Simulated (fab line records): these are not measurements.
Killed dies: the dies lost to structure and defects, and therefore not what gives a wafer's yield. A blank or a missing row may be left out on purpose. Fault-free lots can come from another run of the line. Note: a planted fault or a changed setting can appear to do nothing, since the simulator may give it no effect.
fab line records | flow nandHarc
[record] lots = 14 wafers = 42 lastDay = 32
route steps=1302 shown THIN_TSV@1248 END@1302
lots that met no fault: from a run of the same line without faults
startH: hours from the record's first day to the start of the lot's first wafer shown | waitH: hours from the lot's prior step to this one | " the same as in the row above | L1.1+2: a row that stands for several wafers | - no value, or no start given | * or withheld: withheld | < > ~ a bound
route shown NAME@n: names a module that has steps shown in the file, with the first one's number in the route | usual: average and standard deviation across the fault-free wafers | same: alike in all rows | chamber/n: place in a boat | sites: the reading at each site | _std_site: standard deviation of those values | _edge_site: mean of outer sites minus mean of inner sites | radiusMm: how far each site lies from the wafer's centre | mask NAME#n: copy n | behind: tool/chamber where the wafer was last shaped | hold: cause of the lot's hold/its duration in hours/its outcome | device: which transistor (n, p or np) failed to switch | end of line: the same wafers' tests at the end of the route | a step given without rows: its recipe and nothing more | killed: not the wafer's yield, but the dies lost to structure and defects at the first sort | map: per-die view of a wafer (x killed, . not killed, _ where there is no die)
set.NAME: the setting that was run; set.NAME@STEP: the one run at that earlier step | model.NAME: the simulator's own value behind a step, which no gauge read
a sample of lots followed through the steps of the route, with each step as a table and each wafer as a row
services: when a tool's chamber went out of use (startH, in hours from the record's first day, below 0 if earlier), for how many hours, and the reason
[[steps]]
[step NHARC_THIN_TSV_PRECLEAN_41]
[recipe] timeS = * tempC = 50 bathAgeMin = 0 chemistry = SC1
[usual] bathGuardTempC = 50.0/0.48
// columns lot.wafer tool chamber startH waitH bathGuardTempC
L544.3 wetBench-10 4 564.31 0.0 51.2
L544.4 " 5 " " 48.9
L544.2 " 6 " " 49.7
L543.6 wetBench-10 0 565.49 0.0 49.8
L543.5 " 1 " " 50.3
L543.4 " 2 " " 49.8
L546.6 wetBench-08 2 568.42 0.0 49.7
L546.1 " 4 " " 50.5
L546.5 " 6 " " 49.2
L545.3 wetBench-08 4 569.62 0.0 50.3
L545.2 " 5 " " 49.5
L545.6 " 1 " " 49.9
L548.5 wetBench-10 1 581.78 0.0 50.4
L548.4 " 3 " " 49.9
L548.1 " 4 " " 50.5
L547.6 wetBench-10 6 582.98 0.0 49.6
L547.4 " 0 " " 49.9
L547.1 " 3 " " 50.0
L550.4 wetBench-08 1 626.82 0.0 49.6
L550.6 " 2 " " 49.5
L550.3 " 4 " " 50.5
L552.6 wetBench-10 6 638.90 0.0 50.0
L552.5 " 2 " " 49.9
L552.2 " 3 " " 50.2
L553.5 wetBench-08 5 662.80 0.0 49.8
L553.1 " 6 " " 49.6
L553.2 " 0 " " 50.7
L554.3 wetBench-08 4 665.23 0.0 50.6
L554.6 " 7 " " 50.6
L554.5 " 0 " " 50.6
L558.4 wetBench-08 5 700.79 0.0 49.0
L558.2 " 6 " " 49.5
L558.3 " 7 " " 50.2
L557.1 wetBench-10 1 709.24 0.0 50.6
L557.2 " 3 " " 49.9
L557.3 " 4 " " 50.7
L562.1 wetBench-08 1 732.43 0.0 50.2
L562.5 " 2 " " 49.1
L562.2 " 6 " " 49.3
L564.5 wetBench-08 3 759.11 0.0 49.8
L564.6 " 5 " " 49.6
L564.4 " 6 " " 49.4
[step NHARC_THIN_TSV_DEP_47]
[recipe] targetThkA = 2000 tempC = withheld pressureTorr = 6.5 rfW = 900 teosFlowSccm = 161.4 flowSccm = 2650 targetThkNm = 200 gas = O2 material = SiO2
[usual] throttleValvePct = 16.0/0.39
// columns lot.wafer tool chamber startH waitH throttleValvePct
L544.2 pecvd-01 2 567.30 - 16.4
L544.3 " 1 " " 15.4
L544.4 " 1 " " 15.5
L543.6 pecvd-04 2 568.33 - 15.9
L543.4 " 0 " " 15.7
L543.5 " 1 " " 16.6
L546.1 pecvd-03 2 571.29 - 15.4
L546.5 " 1 " " 15.7
L546.6 " 0 " " 15.7
L545.2 pecvd-03 2 572.45 - 15.8
L545.3 " 0 " " 15.9
L545.6 " 2 " " 15.5
L548.1 pecvd-04 2 584.57 - 15.9
L548.5 " 0 " " 15.6
L548.4 " 1 " " 16.8
L547.1 pecvd-01 2 585.74 - 16.4
L547.6 " 1 " " 15.9
L547.4 " 0 " " 15.6
L550.3 pecvd-01 0 629.69 - 16.1
L550.6 " 1 " " 15.7
L550.4 " 2 " " 16.3
L552.2 pecvd-03 2 641.75 - 15.7
L552.6 " 2 " " 15.8
L552.5 " 1 " " 15.8
L553.2 pecvd-04 1 665.53 - 16.0
L553.1 " 2 " " 16.0
L553.5 " 0 " " 15.6
L554.3 pecvd-03 0 668.14 - 15.7
L554.6 " 2 " " 15.9
L554.5 " 0 " " 15.9
L558.3 pecvd-03 1 703.81 - 15.5
L558.2 " 2 " " 15.6
L558.4 " 1 " " 15.8
L557.1 pecvd-03 2 712.24 - 15.8
L557.3 " 0 " " 16.1
L557.2 " 1 " " 15.8
L562.1 pecvd-04 1 735.32 - 16.5
L562.2 " 2 " " 16.0
L562.5 " 2 " " 16.3
L564.5 pecvd-03 2 762.06 - 15.1
L564.4 " 0 " " 15.8
L564.6 " 1 " " 15.9
[step NHARC_THIN_TSV_ETCHBACK_48]
[recipe] targetDepthA = 10285 overEtchFrac = 0.3 timeS = 405.17 ionEnergyEv = 250 c4f8FlowSccm = withheld arFlowSccm = withheld rfW = 600 biasW = 300 chemistry = C4F8/Ar
[usual] oesProductAu = 0.95/0.033 rfVppV = 546/3.1
// columns lot.wafer tool chamber startH waitH oesProductAu rfHoursCounterH rfVppV
L544.2 rieDiel-12 1 567.70 - 0.93 5.7 550
L544.4 " 2 " " 0.93 6.9 549
L544.3 " 3 " " 0.93 7.9 543
L543.4 rieDiel-12 3 568.63 - 0.92 8.0 542
L543.5 " 2 " " 0.92 - 548
L543.6 " 3 " " 0.92 - 543
L546.1 rieDiel-05 0 571.64 - 0.95 8.6 544
L546.6 " 0 " " 0.94 - 544
L546.5 " 1 " " 0.92 - 543
L545.2 rieDiel-12 3 572.85 - 0.93 8.7 542
L545.3 " 1 " " 0.93 6.3 550
L545.6 " 0 " " 0.92 - 542
L548.4 rieDiel-03 2 584.95 - 0.91 5.8 543
L548.1 " 3 " " 0.95 6.0 543
L548.5 " 1 " " 0.94 - 550
L547.4 rieDiel-03 1 586.09 - 1.01 6.1 549
L547.1 " 2 " " 1.00 5.9 544
L547.6 " 1 " " 1.01 - 550
L550.3 rieDiel-03 1 630.16 - 0.94 7.3 550
L550.4 " 2 " " 0.92 7.1 544
L550.6 " 0 " " 1.00 - 545
L552.2 rieDiel-05 3 642.22 - 0.92 4.2 543
L552.5 " 1 " " 0.92 - 545
L552.6 " 2 " " 0.93 - 550
L553.1 rieDiel-03 2 665.92 - 1.02 0.3 544
L553.2 " 0 " " 1.00 0.3 545
L553.5 " 2 " " 1.01 - 543
L554.3 rieDiel-05 0 668.45 - 0.93 3.1 545
L554.5 " 0 " " 0.94 - 545
L554.6 " 1 " " 0.93 - 544
L558.2 rieDiel-03 2 704.25 - 0.94 2.0 544
L558.4 " 3 " " 0.93 1.7 543
L558.3 " 0 " " 0.92 2.4 543
L557.3 rieDiel-12 3 712.64 - 0.93 4.9 543
L557.2 " 0 " " 0.94 4.8 541
L557.1 " 1 " " 0.92 4.7 550
L562.2 rieDiel-12 3 735.67 - 0.99 6.8 543
L562.1 " 1 " " 0.99 6.2 551
L562.5 " 3 " " 0.98 - 543
L564.4 rieDiel-03 3 762.32 - 0.93 4.7 543
L564.5 " 3 " " 0.93 - 542
L564.6 " 0 " " 0.92 - 544
[step NHARC_THIN_TSV_PVD_51]
[recipe] targetThkA = 1000 chamberPressurePa = 5 material = Cu
[usual] throttleValvePct = 29.7/1.1
// columns lot.wafer tool chamber startH waitH throttleValvePct
L544.2 pvdSputter-03 - - - 29.9
L544.4 " - " " 28.1
L544.3 " - " " 30.2
L543.4 pvdSputter-01 - - - 29.9
L543.5 " - " " 31.1
L543.6 " - " " 30.3
L546.1 pvdSputter-01 - - - 30.5
L546.6 " - " " 30.2
L546.5 " - " " 30.8
L545.2 pvdSputter-03 - - - 30.7
L545.3 " - " " 28.0
L545.6 " - " " 29.8
L548.1 pvdSputter-03 - - - 27.8
L548.4 " - " " 30.1
L548.5 " - " " 28.4
L547.1 pvdSputter-03 - - - 28.1
L547.4 " - " " 30.1
L547.6 " - " " 30.7
L550.4 pvdSputter-02 - - - 29.1
L550.3 " - " " 30.4
L550.6 " - " " 29.0
L552.2 pvdSputter-01 - - - 31.2
L552.5 " - " " 31.8
L552.6 " - " " 27.8
L553.2 pvdSputter-01 - - - 28.0
L553.1 " - " " 31.1
L553.5 " - " " 31.8
L554.3 pvdSputter-02 - - - 30.3
L554.5 " - " " 30.2
L554.6 " - " " 29.6
L558.3 pvdSputter-01 - - - 29.2
L558.4 " - " " 31.3
L558.2 " - " " 28.0
L557.3 pvdSputter-02 - - - 29.8
L557.2 " - " " 29.5
L557.1 " - " " 28.8
L562.1 pvdSputter-03 - - - 28.0
L562.2 " - " " 30.3
L562.5 " - " " 30.2
L564.4 pvdSputter-02 - - - 28.8
L564.6 " - " " 29.6
L564.5 " - " " 28.3
[step NHARC_END_SORT_01]
[recipe] tempC = 25
[usual] defectLimitedYield = 90.6/2.8 killedAtArray = 58/20 killedAtOther = 0.8/1 killedAtPeriphery = 4.6/2.8 killedDies = 63/19 killedOpen = 3.4/2 killedShort = 2.4/1.8
[same] grossDies = 677
// columns lot.wafer tool chamber startH waitH defectLimitedYield[%] killedAtArray killedAtOther killedAtPeriphery killedDies killedOpen killedShort
L554.3 prober-02 0 680.66 3.1 91.1 51 0 9 60 3 3
L554.5 prober-02 0 682.26 3.7 92.2 51 0 2 53 3 3
L554.6 prober-02 0 683.07 4.0 91.9 46 0 9 55 3 4
L562.1 prober-02 0 749.58 2.5 78.4 68 77 1 146 0 4
L562.2 prober-02 0 750.39 2.8 85.4 58 40 1 99 3 0
L562.5 prober-02 0 752.79 3.7 77.1 71 83 1 155 1 1
L564.4 prober-02 0 777.56 3.4 83.8 61 40 9 110 5 4
L564.5 prober-02 0 778.36 3.7 83.3 40 69 4 113 1 0
L564.6 prober-02 0 779.17 4.0 89.4 38 28 6 72 4 6
// killed by level:class
L554.3 A_SLIT:chamberFilmFlake=30 A_CHANNEL_HOLE_D1:chamberFilmFlake=6 A_CONTACT:chamberFilmFlake=5 P_M2:chamberFilmFlake=4 A_STAIRCASE:chamberFilmFlake=4 A_CHANNEL_FILL_D2:geometricParticle:short=2 P_GATE:chamberFilmFlake=2 P_CONTACT:geometricParticle:short=1
L554.5 A_SLIT:chamberFilmFlake=32 A_CONTACT:chamberFilmFlake=6 A_CHANNEL_HOLE_D1:chamberFilmFlake=4 P_M2:chamberFilmFlake=2 A_CHANNEL_FILL_D1:geometricParticle:short=1 A_CHANNEL_HOLE_D2:geometricParticle:open=1 A_CHANNEL_FILL_D2:geometricParticle:open=1 A_SGD_CUT:geometricParticle:short=1
L554.6 A_SLIT:chamberFilmFlake=31 P_M2:chamberFilmFlake=6 A_CONTACT:chamberFilmFlake=4 A_CHANNEL_HOLE_D1:chamberFilmFlake=3 A_STAIRCASE:chamberFilmFlake=2 P_GATE:geometricParticle:short=1 P_M0:geometricParticle:short=1 A_ONON_D2:geometricParticle:open=1
L562.1 THIN_TSV:unspecified=76 A_CHANNEL_HOLE_D1:chamberFilmFlake=29 A_CHANNEL_HOLE_D2:chamberFilmFlake=20 A_SLIT:chamberFilmFlake=4 A_CONTACT:chamberFilmFlake=4 A_STAIRCASE:chamberFilmFlake=3 A_CHANNEL_FILL_D2:chamberFilmFlake=2 A_ONON_D2:geometricParticle:short=1
L562.2 THIN_TSV:unspecified=40 A_CHANNEL_HOLE_D2:chamberFilmFlake=28 A_CHANNEL_HOLE_D1:chamberFilmFlake=21 A_CONTACT:chamberFilmFlake=3 A_SLIT:chamberFilmFlake=2 P_CONTACT:geometricParticle:open=1 A_ONON_D2:geometricParticle:open=1 A_BLC:geometricParticle:open=1
L562.5 THIN_TSV:unspecified=82 A_CHANNEL_HOLE_D1:chamberFilmFlake=38 A_CHANNEL_HOLE_D2:chamberFilmFlake=23 A_CHANNEL_FILL_D2:chamberFilmFlake=4 A_SLIT:chamberFilmFlake=2 A_CHANNEL_HOLE_D1:geometricParticle:open=1 THIN_TSV:geometricParticle:short=1 P_ZERO_WELL:chamberFilmFlake=1
L564.4 THIN_TSV:unspecified=40 A_CHANNEL_HOLE_D2:chamberFilmFlake=29 A_SLIT:chamberFilmFlake=9 A_CONTACT:chamberFilmFlake=7 P_GATE:chamberFilmFlake=5 A_CHANNEL_HOLE_D1:chamberFilmFlake=3 A_WL_FILL:geometricParticle:open=2 A_M0:geometricParticle:short=2
L564.5 THIN_TSV:unspecified=69 A_CHANNEL_HOLE_D2:chamberFilmFlake=25 A_CONTACT:chamberFilmFlake=8 P_GATE:chamberFilmFlake=4 A_SLIT:chamberFilmFlake=3 A_CHANNEL_FILL_D1:geometricParticle:open=1 A_ZERO_WELL:chamberFilmFlake=1 A_CHANNEL_HOLE_D1:unspecified=1
L564.6 THIN_TSV:unspecified=28 A_CHANNEL_HOLE_D2:chamberFilmFlake=7 A_CHANNEL_HOLE_D1:unspecified=5 A_CONTACT:chamberFilmFlake=5 A_SLIT:chamberFilmFlake=4 P_GATE:chamberFilmFlake=3 A_BONDPAD:chamberFilmFlake=3 A_ONON_D1:geometricParticle:short=2
[[services]]
// columns tool chamber startH hours kind
pecvd-03 - 547.41 13.0 pm
rieDiel-03 0 557.91 8.1 repair
pvdSputter-03 - 559.95 4.1 repair
pecvd-04 0 562.97 4.6 repair
pvdSputter-01 - 582.00 10.0 pm
rieDiel-05 - 583.60 9.0 pm
rieDiel-03 0 591.28 30.4 repair
rieDiel-03 3 596.67 1.9 repair
pvdSputter-03 - 604.24 4.8 repair
pvdSputter-02 - 614.97 15.0 repair
rieDiel-12 0 620.11 6.2 repair
rieDiel-12 - 622.40 9.0 pm
pecvd-04 - 631.00 13.0 pm
rieDiel-03 - 635.77 9.0 pm
pvdSputter-02 - 638.18 10.0 pm
wetBench-08 - 646.40 8.0 pm
pvdSputter-01 - 648.49 2.4 repair
wetBench-10 - 663.20 8.0 pm
pecvd-04 - 702.40 1.2 repair
pvdSputter-03 - 704.08 10.0 pm
pvdSputter-03 - 718.03 8.2 repair
pecvd-03 - 728.41 13.0 pm
rieDiel-12 2 730.62 7.5 repair
pvdSputter-01 - 760.00 10.0 pm
[[key]]
[firstSign] step = NHARC_END_SORT_01 reading = killedAtOther direction = up sigmas = 53 usual = 0.8 struck = 56.2
[effect] step = NHARC_END_SORT_01 reading = killedDies direction = up sigmas = 2.7 usual = 63 struck = 116 wafersMoved = 5
[moreKillsBornAt] NHARC_THIN_TSV_PRECLEAN_41@wetBench-08 = 335
metAt NHARC_THIN_TSV_PRECLEAN_41
struckLots L562,L564
notActingAt NHARC_THIN_TSV_DEP_47,NHARC_THIN_TSV_ETCHBACK_48,NHARC_THIN_TSV_PVD_51
onsetBetween 700.79 732.43
alsoFits time
[fault] kind = chamberParticleSource tool = wetBench-08 chamber = - onsetH = 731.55 steps = NHARC_THIN_TSV_PRECLEAN_41 ratePerVisitCm2 = 0.46739 endH = 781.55
